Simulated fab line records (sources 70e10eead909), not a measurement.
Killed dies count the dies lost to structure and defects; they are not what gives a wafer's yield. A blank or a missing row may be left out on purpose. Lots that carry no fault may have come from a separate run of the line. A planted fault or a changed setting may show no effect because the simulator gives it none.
Which tool is to blame? / flow nand-harc / 36 wafers from 12 lots sampled at 5 of the route's 1302 steps

== WHAT THE GAUGES SHOWED, per wafer ==
NHARC_END_SORT_01. Usual: killed-at-array 53, standard deviation 19; killed-at-other 0.7, standard deviation 1.1; killed-at-periphery 4.2, standard deviation 2.7; killed-dies 58, standard deviation 18; killed-open 3.1, standard deviation 1.9; killed-short 2.5, standard deviation 1.6.
lot=L182; measured=day 28 16:03; on=prober-02; killed-at-array=669 675 666; killed-at-other=0 1 3; killed-at-periphery=8 1 8; killed-dies=677 677 677; killed-open=2 1 3; killed-short=4 1 1; flag=OFF
lot=L183; measured=day 28 22:13; on=prober-02; killed-at-array=675 676 673; killed-at-other=0 0 2; killed-at-periphery=2 1 2; killed-dies=677 677 677; killed-open=4 3 7; killed-short=1 2 3; flag=OFF
lot=L184; measured=day 28 15:17; on=prober-01; killed-at-array=667 667 671; killed-at-other=2 1 2; killed-at-periphery=8 9 4; killed-dies=677 677 677; killed-open=4 2 1; killed-short=3 0 3; flag=OFF

== TOOL THAT RAN EACH LOT (tool first, then ch and the chambers of the sampled wafers, then the start) ==
lot=L172; NHARC_A_CHANNEL_HOLE_D2_XSEM_32=xsem-01 ch 0, day 12 22:29; NHARC_A_CHANNEL_FILL_D2_ALD_14=ald-hk-02 ch 0,2,3, day 13 05:28; NHARC_A_CHANNEL_FILL_D2_ETCHBACK_19=rie-si-03 ch 0,3, day 14 00:55; NHARC_A_CHANNEL_FILL_D2_STRIP_28=rie-diel-12 ch 0,1,3, day 14 01:08
lot=L175; NHARC_A_CHANNEL_HOLE_D2_XSEM_32=xsem-01 ch 0, day 14 09:49; NHARC_A_CHANNEL_FILL_D2_ALD_14=ald-hk-02 ch 0,1,3, day 14 17:15; NHARC_A_CHANNEL_FILL_D2_ETCHBACK_19=rie-si-06 ch 0,3, day 15 11:11; NHARC_A_CHANNEL_FILL_D2_STRIP_28=rie-diel-12 ch 1,2, day 15 11:25
lot=L176; NHARC_A_CHANNEL_HOLE_D2_XSEM_32=xsem-01 ch 0, day 15 00:30; NHARC_A_CHANNEL_FILL_D2_ALD_14=ald-hk-01 ch 0,1,3, day 15 07:50; NHARC_A_CHANNEL_FILL_D2_ETCHBACK_19=rie-si-03 ch 0,1,2, day 16 00:55; NHARC_A_CHANNEL_FILL_D2_STRIP_28=rie-diel-10 ch 0,2,3, day 16 01:08
lot=L182; NHARC_A_CHANNEL_HOLE_D2_XSEM_32=xsem-01 ch 0, day 17 18:38; NHARC_A_CHANNEL_FILL_D2_ALD_14=ald-hk-01 ch 2,3, day 18 01:59; NHARC_A_CHANNEL_FILL_D2_ETCHBACK_19=rie-si-05 ch 1,2,3, day 18 18:31; NHARC_A_CHANNEL_FILL_D2_STRIP_28=rie-diel-12 ch 0,1,2, day 18 18:43
lot=L183; NHARC_A_CHANNEL_HOLE_D2_XSEM_32=xsem-02 ch 0, day 17 18:45; NHARC_A_CHANNEL_FILL_D2_ALD_14=ald-hk-02 ch 0,2,3, day 18 02:03; NHARC_A_CHANNEL_FILL_D2_ETCHBACK_19=rie-si-03 ch 0,2, day 18 18:31; NHARC_A_CHANNEL_FILL_D2_STRIP_28=rie-diel-04 ch 1,3, day 18 18:43
lot=L184; NHARC_A_CHANNEL_HOLE_D2_XSEM_32=xsem-02 ch 0, day 18 04:12; NHARC_A_CHANNEL_FILL_D2_ALD_14=ald-hk-02 ch 0,2,3, day 18 11:38; NHARC_A_CHANNEL_FILL_D2_ETCHBACK_19=rie-si-03 ch 0,2, day 19 04:37; NHARC_A_CHANNEL_FILL_D2_STRIP_28=rie-diel-12 ch 1,3, day 19 04:49
lot=L187; NHARC_A_CHANNEL_HOLE_D2_XSEM_32=xsem-01 ch 0, day 19 18:55; NHARC_A_CHANNEL_FILL_D2_ALD_14=ald-hk-02 ch 1,3, day 20 02:42; NHARC_A_CHANNEL_FILL_D2_ETCHBACK_19=rie-si-05 ch 0,1,3, day 20 19:53; NHARC_A_CHANNEL_FILL_D2_STRIP_28=rie-diel-12 ch 0,2, day 20 20:06
lot=L189; NHARC_A_CHANNEL_HOLE_D2_XSEM_32=xsem-02 ch 0, day 20 00:38; NHARC_A_CHANNEL_FILL_D2_ALD_14=ald-hk-02 ch 0,2, day 20 08:04; NHARC_A_CHANNEL_FILL_D2_ETCHBACK_19=rie-si-05 ch 0,2,3, day 21 01:07; NHARC_A_CHANNEL_FILL_D2_STRIP_28=rie-diel-10 ch 1,2, day 21 01:19
lot=L188; NHARC_A_CHANNEL_HOLE_D2_XSEM_32=xsem-01 ch 0, day 20 01:21; NHARC_A_CHANNEL_FILL_D2_ALD_14=ald-hk-03 ch 0,1,3, day 20 08:04; NHARC_A_CHANNEL_FILL_D2_ETCHBACK_19=rie-si-06 ch 0,2, day 21 01:07; NHARC_A_CHANNEL_FILL_D2_STRIP_28=rie-diel-12 ch 0,2,3, day 21 01:19
lot=L190; NHARC_A_CHANNEL_HOLE_D2_XSEM_32=xsem-01 ch 0, day 21 02:34; NHARC_A_CHANNEL_FILL_D2_ALD_14=ald-hk-03 ch 0,2,3, day 21 11:17; NHARC_A_CHANNEL_FILL_D2_ETCHBACK_19=rie-si-06 ch 1,2, day 22 04:25; NHARC_A_CHANNEL_FILL_D2_STRIP_28=rie-diel-12 ch 0,3, day 22 04:37
lot=L191; NHARC_A_CHANNEL_HOLE_D2_XSEM_32=xsem-02 ch 0, day 21 07:24; NHARC_A_CHANNEL_FILL_D2_ALD_14=ald-hk-03 ch 0,1,2, day 21 14:41; NHARC_A_CHANNEL_FILL_D2_ETCHBACK_19=rie-si-06 ch 0,1,3, day 22 08:13; NHARC_A_CHANNEL_FILL_D2_STRIP_28=rie-diel-04 ch 0,1,3, day 22 08:26
lot=L195; NHARC_A_CHANNEL_HOLE_D2_XSEM_32=xsem-01 ch 0, day 23 02:22; NHARC_A_CHANNEL_FILL_D2_ALD_14=ald-hk-02 ch 1,2, day 23 09:40; NHARC_A_CHANNEL_FILL_D2_ETCHBACK_19=rie-si-05 ch 2,3, day 24 05:48; NHARC_A_CHANNEL_FILL_D2_STRIP_28=rie-diel-12 ch 0,1,2, day 24 06:01
- NHARC_A_CHANNEL_HOLE_D2_XSEM_32
- NHARC_A_CHANNEL_FILL_D2_ALD_14: deposits SiO2, target thk 2.5 nm, pulse time 10 s, ald cycles 25.
- NHARC_A_CHANNEL_FILL_D2_ETCHBACK_19: etches the open film in HBr/Cl2, target depth 5 nm, time 1.7 s.
- NHARC_A_CHANNEL_FILL_D2_STRIP_28: strips in O2, time 20 s.

== AS READ BY THE TOOLS THEMSELVES (means over the sampled wafers that have a number; for cases with no such wafer, the mark the record gives instead) ==
NHARC_A_CHANNEL_HOLE_D2_XSEM_32. Usual: bot-cd-nm 74.8 nm, standard deviation 1.4; bow-nm 8.63 nm, standard deviation 0.22; tilt-deg 0.08 degrees, standard deviation 0.048.
lot=L172; tool=xsem-01; bot-cd-nm (nm)=75.5; bow-nm (nm)=8.32; tilt-deg (degrees)=0.14; flag=
lot=L175; tool=xsem-01; bot-cd-nm (nm)=73.8; bow-nm (nm)=8.65; tilt-deg (degrees)=0.18; flag=
lot=L176; tool=xsem-01; bot-cd-nm (nm)=75.8; bow-nm (nm)=8.96; tilt-deg (degrees)=0.16; flag=
lot=L182; tool=xsem-01; bot-cd-nm (nm)=74.5; bow-nm (nm)=8.78; tilt-deg (degrees)=0.10; flag=
lot=L183; tool=xsem-02; bot-cd-nm (nm)=74.5; bow-nm (nm)=8.40; tilt-deg (degrees)=0.10; flag=
lot=L184; tool=xsem-02; bot-cd-nm (nm)=74.6; bow-nm (nm)=8.32; tilt-deg (degrees)=0.08; flag=
lot=L187; tool=xsem-01; bot-cd-nm (nm)=74.1; bow-nm (nm)=8.85; tilt-deg (degrees)=0.05; flag=
lot=L189; tool=xsem-02; bot-cd-nm (nm)=74.5; bow-nm (nm)=8.67; tilt-deg (degrees)=0.05; flag=
lot=L188; tool=xsem-01; bot-cd-nm (nm)=73.7; bow-nm (nm)=8.89; tilt-deg (degrees)=0.02; flag=
lot=L190; tool=xsem-01; bot-cd-nm (nm)=76.0; bow-nm (nm)=8.64; tilt-deg (degrees)=0.07; flag=
lot=L191; tool=xsem-02; bot-cd-nm (nm)=74.6; bow-nm (nm)=8.47; tilt-deg (degrees)=0.10; flag=
lot=L195; tool=xsem-01; bot-cd-nm (nm)=74.7; bow-nm (nm)=8.29; tilt-deg (degrees)=0.05; flag=

NHARC_A_CHANNEL_FILL_D2_ALD_14. Usual: heater-power-w 480 W, standard deviation 56; precursor-pulse-height-rel 0.997, standard deviation 0.022.
lot=L172; tool=ald-hk-02; heater-power-w (W)=480; precursor-pulse-height-rel=0.986; flag=
lot=L175; tool=ald-hk-02; heater-power-w (W)=504; precursor-pulse-height-rel=0.977; flag=
lot=L176; tool=ald-hk-01; heater-power-w (W)=479; precursor-pulse-height-rel=0.976; flag=
lot=L182; tool=ald-hk-01; heater-power-w (W)=509; precursor-pulse-height-rel=0.989; flag=
lot=L183; tool=ald-hk-02; heater-power-w (W)=467; precursor-pulse-height-rel=0.991; flag=
lot=L184; tool=ald-hk-02; heater-power-w (W)=471; precursor-pulse-height-rel=1.013; flag=
lot=L187; tool=ald-hk-02; heater-power-w (W)=484; precursor-pulse-height-rel=0.982; flag=
lot=L189; tool=ald-hk-02; heater-power-w (W)=445; precursor-pulse-height-rel=1.008; flag=
lot=L188; tool=ald-hk-03; heater-power-w (W)=468; precursor-pulse-height-rel=0.991; flag=
lot=L190; tool=ald-hk-03; heater-power-w (W)=491; precursor-pulse-height-rel=1.010; flag=
lot=L191; tool=ald-hk-03; heater-power-w (W)=489; precursor-pulse-height-rel=1.004; flag=
lot=L195; tool=ald-hk-02; heater-power-w (W)=465; precursor-pulse-height-rel=0.978; flag=

NHARC_A_CHANNEL_FILL_D2_ETCHBACK_19. Usual: bias-w 99.9 W, standard deviation 0.31; drypump-motor-current-A 5.7 A, standard deviation 0.36; he-backside-leak-sccm 2.60 sccm, standard deviation 0.25; mfc-cl2-sccm 50.02 sccm, standard deviation 0.16; oes-product-au 1.001 a.u., standard deviation 0.01; throttle-valve-pct 26.406 %, standard deviation 0.0094.
lot=L172; tool=rie-si-03; bias-w (W)=100.1; drypump-motor-current-A (A)=6.2; he-backside-leak-sccm (sccm)=2.96; mfc-cl2-sccm (sccm)=49.99; oes-product-au (a.u.)=0.995; throttle-valve-pct (%)=26.412; flag=
lot=L175; tool=rie-si-06; bias-w (W)=99.5; drypump-motor-current-A (A)=5.3; he-backside-leak-sccm (sccm)=2.65; mfc-cl2-sccm (sccm)=50.02; oes-product-au (a.u.)=0.985; throttle-valve-pct (%)=26.401; flag=
lot=L176; tool=rie-si-03; bias-w (W)=99.6; drypump-motor-current-A (A)=5.7; he-backside-leak-sccm (sccm)=2.58; mfc-cl2-sccm (sccm)=50.03; oes-product-au (a.u.)=0.999; throttle-valve-pct (%)=26.415; flag=
lot=L182; tool=rie-si-05; bias-w (W)=99.8; drypump-motor-current-A (A)=5.9; he-backside-leak-sccm (sccm)=2.51; mfc-cl2-sccm (sccm)=49.93; oes-product-au (a.u.)=1.004; throttle-valve-pct (%)=26.412; flag=
lot=L183; tool=rie-si-03; bias-w (W)=99.9; drypump-motor-current-A (A)=5.6; he-backside-leak-sccm (sccm)=2.41; mfc-cl2-sccm (sccm)=50.03; oes-product-au (a.u.)=1.022; throttle-valve-pct (%)=26.403; flag=
lot=L184; tool=rie-si-03; bias-w (W)=100.0; drypump-motor-current-A (A)=5.7; he-backside-leak-sccm (sccm)=2.60; mfc-cl2-sccm (sccm)=50.03; oes-product-au (a.u.)=1.012; throttle-valve-pct (%)=26.395; flag=
lot=L187; tool=rie-si-05; bias-w (W)=100.1; drypump-motor-current-A (A)=5.9; he-backside-leak-sccm (sccm)=2.72; mfc-cl2-sccm (sccm)=49.92; oes-product-au (a.u.)=0.995; throttle-valve-pct (%)=26.413; flag=
lot=L189; tool=rie-si-05; bias-w (W)=99.9; drypump-motor-current-A (A)=5.8; he-backside-leak-sccm (sccm)=2.70; mfc-cl2-sccm (sccm)=50.07; oes-product-au (a.u.)=0.996; throttle-valve-pct (%)=26.402; flag=
lot=L188; tool=rie-si-06; bias-w (W)=100.0; drypump-motor-current-A (A)=5.2; he-backside-leak-sccm (sccm)=2.48; mfc-cl2-sccm (sccm)=50.15; oes-product-au (a.u.)=0.998; throttle-valve-pct (%)=26.413; flag=
lot=L190; tool=rie-si-06; bias-w (W)=100.1; drypump-motor-current-A (A)=5.6; he-backside-leak-sccm (sccm)=2.49; mfc-cl2-sccm (sccm)=50.03; oes-product-au (a.u.)=1.003; throttle-valve-pct (%)=26.410; flag=
lot=L191; tool=rie-si-06; bias-w (W)=99.9; drypump-motor-current-A (A)=5.5; he-backside-leak-sccm (sccm)=2.52; mfc-cl2-sccm (sccm)=50.09; oes-product-au (a.u.)=0.999; throttle-valve-pct (%)=26.409; flag=
lot=L195; tool=rie-si-05; bias-w (W)=99.9; drypump-motor-current-A (A)=5.8; he-backside-leak-sccm (sccm)=2.73; mfc-cl2-sccm (sccm)=50.02; oes-product-au (a.u.)=1.005; throttle-valve-pct (%)=26.404; flag=

NHARC_A_CHANNEL_FILL_D2_STRIP_28. Usual: chamber-pressure-mTorr 60.00 mTorr, standard deviation 0.056; drypump-motor-current-A 5.61 A, standard deviation 0.27; oes-product-au 0.998 a.u., standard deviation 0.0097; rf-vpp-V 57.8 V, standard deviation 0.88; showerhead-plenum-p-Torr 3.51 Torr, standard deviation 0.15; throttle-valve-pct 17.037 %, standard deviation 0.0096.
lot=L172; tool=rie-diel-12; chamber-pressure-mTorr (mTorr)=60.03; drypump-motor-current-A (A)=5.64; oes-product-au (a.u.)=0.994; rf-vpp-V (V)=57.6; showerhead-plenum-p-Torr (Torr)=3.50; throttle-valve-pct (%)=17.034; flag=
lot=L175; tool=rie-diel-12; chamber-pressure-mTorr (mTorr)=59.99; drypump-motor-current-A (A)=5.68; oes-product-au (a.u.)=1.001; rf-vpp-V (V)=57.2; showerhead-plenum-p-Torr (Torr)=3.37; throttle-valve-pct (%)=17.037; flag=
lot=L176; tool=rie-diel-10; chamber-pressure-mTorr (mTorr)=59.98; drypump-motor-current-A (A)=5.43; oes-product-au (a.u.)=0.993; rf-vpp-V (V)=57.8; showerhead-plenum-p-Torr (Torr)=3.56; throttle-valve-pct (%)=17.045; flag=
lot=L182; tool=rie-diel-12; chamber-pressure-mTorr (mTorr)=-; drypump-motor-current-A (A)=-; oes-product-au (a.u.)=-; rf-vpp-V (V)=-; showerhead-plenum-p-Torr (Torr)=-; throttle-valve-pct (%)=-; flag=OFF
lot=L183; tool=rie-diel-04; chamber-pressure-mTorr (mTorr)=-; drypump-motor-current-A (A)=-; oes-product-au (a.u.)=-; rf-vpp-V (V)=-; showerhead-plenum-p-Torr (Torr)=-; throttle-valve-pct (%)=-; flag=OFF
lot=L184; tool=rie-diel-12; chamber-pressure-mTorr (mTorr)=-; drypump-motor-current-A (A)=-; oes-product-au (a.u.)=-; rf-vpp-V (V)=-; showerhead-plenum-p-Torr (Torr)=-; throttle-valve-pct (%)=-; flag=OFF
lot=L187; tool=rie-diel-12; chamber-pressure-mTorr (mTorr)=59.94; drypump-motor-current-A (A)=5.65; oes-product-au (a.u.)=1.004; rf-vpp-V (V)=57.0; showerhead-plenum-p-Torr (Torr)=3.35; throttle-valve-pct (%)=17.035; flag=
lot=L189; tool=rie-diel-10; chamber-pressure-mTorr (mTorr)=60.00; drypump-motor-current-A (A)=5.18; oes-product-au (a.u.)=0.999; rf-vpp-V (V)=57.5; showerhead-plenum-p-Torr (Torr)=3.62; throttle-valve-pct (%)=17.044; flag=
lot=L188; tool=rie-diel-12; chamber-pressure-mTorr (mTorr)=60.02; drypump-motor-current-A (A)=5.65; oes-product-au (a.u.)=0.991; rf-vpp-V (V)=57.3; showerhead-plenum-p-Torr (Torr)=3.45; throttle-valve-pct (%)=17.034; flag=
lot=L190; tool=rie-diel-12; chamber-pressure-mTorr (mTorr)=59.96; drypump-motor-current-A (A)=5.58; oes-product-au (a.u.)=1.000; rf-vpp-V (V)=58.0; showerhead-plenum-p-Torr (Torr)=3.48; throttle-valve-pct (%)=17.043; flag=
lot=L191; tool=rie-diel-04; chamber-pressure-mTorr (mTorr)=59.99; drypump-motor-current-A (A)=6.06; oes-product-au (a.u.)=0.997; rf-vpp-V (V)=56.9; showerhead-plenum-p-Torr (Torr)=3.49; throttle-valve-pct (%)=17.050; flag=
lot=L195; tool=rie-diel-12; chamber-pressure-mTorr (mTorr)=60.00; drypump-motor-current-A (A)=5.62; oes-product-au (a.u.)=1.005; rf-vpp-V (V)=57.6; showerhead-plenum-p-Torr (Torr)=3.40; throttle-valve-pct (%)=17.037; flag=

== THE ANSWER, worked out from the rows above alone ==
Rule: a lot counts as off when the mean over its wafers that have a number is more than 3 standard deviations away from the usual mean. A lot without any number at a reading at which 4 lots or more have one is off too. The other lots that the step has rows for count as sound. The gauges are gone through in route order, then the tools' own readings, and for those a lot's mean is taken as printed above. At the first step where some lot is off, the reading lying furthest off is the one used; lots without a number count as furthest.
Off: L182, L183, L184 (NHARC_END_SORT_01, killed-dies). Neither off nor sound, because the step has no rows for them: L172, L175, L176, L187, L189, L188, L190, L191, L195.
A tool fits if, at a process step before that reading, it ran every lot that is off, and no sound lot after the first of them. Not tried: the gauges at NHARC_END_SORT_01; whatever is off there is also off at NHARC_A_CHANNEL_FILL_D2_STRIP_28, on other tools, and gauge error can't account for it. Of those tried, none fits.

== WHAT THE SIMULATOR HAD PUT IN ==
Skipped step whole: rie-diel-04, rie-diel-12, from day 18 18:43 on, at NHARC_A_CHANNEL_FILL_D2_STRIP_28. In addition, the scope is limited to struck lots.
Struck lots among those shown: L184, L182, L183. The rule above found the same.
